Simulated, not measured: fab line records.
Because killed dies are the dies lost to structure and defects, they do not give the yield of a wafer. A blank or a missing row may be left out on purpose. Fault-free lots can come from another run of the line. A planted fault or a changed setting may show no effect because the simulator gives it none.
Comparing a struck lot with a sound one :: flow nandHarc :: 13 steps out of a route of 1302
Sound: wafers L213.1, L213.3, L213.6. Struck: wafers L202.4, L202.5, L202.6. The cause is given at the end.
Order at every step that has rows: each side's tool, ch and its chambers, its first start. Under that, the readings that differ: sound wafers :: struck wafers :: difference of the means :: sigmas: that difference in standard deviations of wafers without a fault.
alike: same words and numbers on both sides, and readings whose means sit less than 2 such deviations apart. not compared: any withheld reading, any reading some wafer has no value for, any bound like >300 that may hide the same value, and any number with overlapping values for which the record gives no deviation.
Wherever a step has rows on one side only, a row that says differs or no value, or a row with sigmas, the two part there. When numbers do not overlap yet have no deviation, they are printed without sigmas and do not part them. A reading missing from all wafers of one side parts the sides only when that side holds two or more wafers.

NHARC_A_WL_FILL_INSPECT_15:
  sound on defectInspect-02, day 27 04:03; struck on defectInspect-01, day 22 16:28
  alike: rawDefectCount
NHARC_A_CONTACT_DEP_24: deposits SiO2, target thk 500 nm.
  sound on pecvd-03 ch 1,2, day 27 04:07; struck on pecvd-01 ch 0,1,2, day 22 16:52
  alike: heaterPowerW, rfFwdPowerW, throttleValvePct
NHARC_A_CONTACT_DEP_28: deposits aC, target thk 7000 nm.
  sound on aclDep-03 ch 0, day 27 07:30; struck on aclDep-02 ch 0, day 22 19:52
  alike: throttleValvePct
NHARC_A_CONTACT_DEP_29: deposits SiON, target thk 100 nm.
  sound on pecvd-01 ch 0,1,2, day 27 11:44; struck on pecvd-04 ch 0,1,2, day 22 22:05
  alike: heaterPowerW, rfFwdPowerW
then, 7 steps without rows for these wafers: NHARC_A_CONTACT_DEHYDRATE_32 (time 120 s); NHARC_A_CONTACT_HMDS_33 (time 30 s); NHARC_A_CONTACT_COAT_34 (time 75 s); NHARC_A_CONTACT_COAT_35 (time 65 s); NHARC_A_CONTACT_COAT_36 (resist thk 90 nm); NHARC_A_CONTACT_SOFTBAKE_37 (time 55 s); NHARC_A_CONTACT_EBR_38.
NHARC_A_CONTACT_EXPOSE_39: exposes mask A CC 3.
  sound on arfiScanner-03 ch 0, day 27 12:11; struck on arfiScanner-01, day 22 22:37
  no value came back on the struck wafers for exposureDoseMJCm2, focusOffsetNm (nm), sigmaOuter; on the sound wafers exposureDoseMJCm2 reads 58.69 58.71 58.63
  alike: mask
then, 1 step without rows for these wafers: NHARC_A_CONTACT_PEB_40 (peb time 65 s).

## WHERE THEY PART
NHARC_A_CONTACT_EXPOSE_39 only, going by this record.

WHY: whatever the simulator had introduced
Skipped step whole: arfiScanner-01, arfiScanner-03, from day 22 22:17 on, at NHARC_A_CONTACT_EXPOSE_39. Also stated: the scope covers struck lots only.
